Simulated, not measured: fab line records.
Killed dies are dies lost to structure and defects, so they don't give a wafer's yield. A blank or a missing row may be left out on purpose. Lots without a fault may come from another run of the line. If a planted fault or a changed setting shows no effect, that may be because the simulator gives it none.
The tool behind it: which one? + flow n5Finfet + 33 wafers from 11 lots sampled at 2 of the route's 1938 steps

== WHAT THE GAUGES SHOWED, per wafer ==
N5_HKMG_FIN_THK_MEAS_70: measures by xrf.
| lot  | measured    | on           | HK_THK (nm)       |
|------|-------------|--------------|-------------------|
| L995 | day 4 19:04 | filmMetro-02 | 1.554 1.525 1.531 |
| L996 | day 5 02:30 | filmMetro-02 | 1.525 1.532 1.574 |
| L997 | day 5 06:11 | filmMetro-01 | 1.536 1.534 1.555 |
| L999 | day 5 13:36 | filmMetro-01 | 1.537 1.565 1.542 |
| L100 | day 5 23:37 | filmMetro-01 | 1.526 1.554 1.549 |
| L101 | day 6 05:37 | filmMetro-02 | 1.535 1.500 1.575 |
| L102 | day 6 12:26 | filmMetro-01 | 1.526 1.541 1.554 |
| L106 | day 7 13:06 | filmMetro-01 | 1.521 1.534 1.533 |
| L107 | day 7 16:14 | filmMetro-02 | 1.547 1.561 1.545 |
| L108 | day 7 20:01 | filmMetro-02 | 1.513 1.526 1.524 |
| L111 | day 8 19:47 | filmMetro-02 | 1.519 1.526 1.533 |

N5_HKMG_FIN_CD_MEAS_12: the cd target is 92.8 nm.
| lot  | measured    | on       | cdNm (nm)      |
|------|-------------|----------|----------------|
| L995 | day 4 19:56 | cdSem-02 | 92.8 92.5 93.3 |
| L996 | day 5 03:23 | cdSem-02 | 92.3 91.9 92.7 |
| L997 | day 5 06:56 | cdSem-01 | 93.5 91.0 92.0 |
| L999 | day 5 14:29 | cdSem-01 | 93.4 92.8 91.1 |
| L100 | day 6 00:22 | cdSem-01 | 92.0 92.9 91.7 |
| L101 | day 6 06:22 | cdSem-03 | 91.7 91.8 92.5 |
| L102 | day 6 13:11 | cdSem-02 | 92.1 90.9 92.1 |
| L106 | day 7 13:51 | cdSem-01 | 92.7 92.1 93.9 |
| L107 | day 7 17:20 | cdSem-01 | 92.3 92.6 92.5 |
| L108 | day 7 20:46 | cdSem-01 | 93.7 92.6 91.7 |
| L111 | day 8 20:39 | cdSem-03 | 91.6 90.9 91.7 |

== EACH LOT AND THE TOOL THAT RAN IT (in order: tool; ch and the chambers of the sampled wafers; start) ==
No process step before these readings appears in the record.

== AS READ BY THE TOOLS THEMSELVES (means over the sampled wafers that have a number; for cases with no such wafer, the mark the record gives instead) ==
The record holds no such reading with a usual standard deviation.

== THE ANSWER, worked out from the rows above alone ==
Rule: the lots themselves supply what counts as usual. The widest of any qualifying gaps counts: lots, ordered by their means at a reading, are off when they make up no more than a third of the lots, leave a main group of 4 or more, and stand apart from it by 3 or more times the standard deviation of that group's means. Not used: any main group whose means are identical at the precision the tables above print for the reading. Also off: a lot with no number at a reading for which 4 or more lots have one. Any other lot the step has rows for is counted as sound. After the gauges, taken in route order, come the tools' own readings; for these a lot's mean is taken, as printed above. The first step at which some lot is off is used, and at that step the reading that is off furthest; a lot without a number counts as furthest.
Across all readings shown, no lot is off: no conclusion can be drawn from this.

== WHAT THE SIMULATOR HAD INSERTED ==
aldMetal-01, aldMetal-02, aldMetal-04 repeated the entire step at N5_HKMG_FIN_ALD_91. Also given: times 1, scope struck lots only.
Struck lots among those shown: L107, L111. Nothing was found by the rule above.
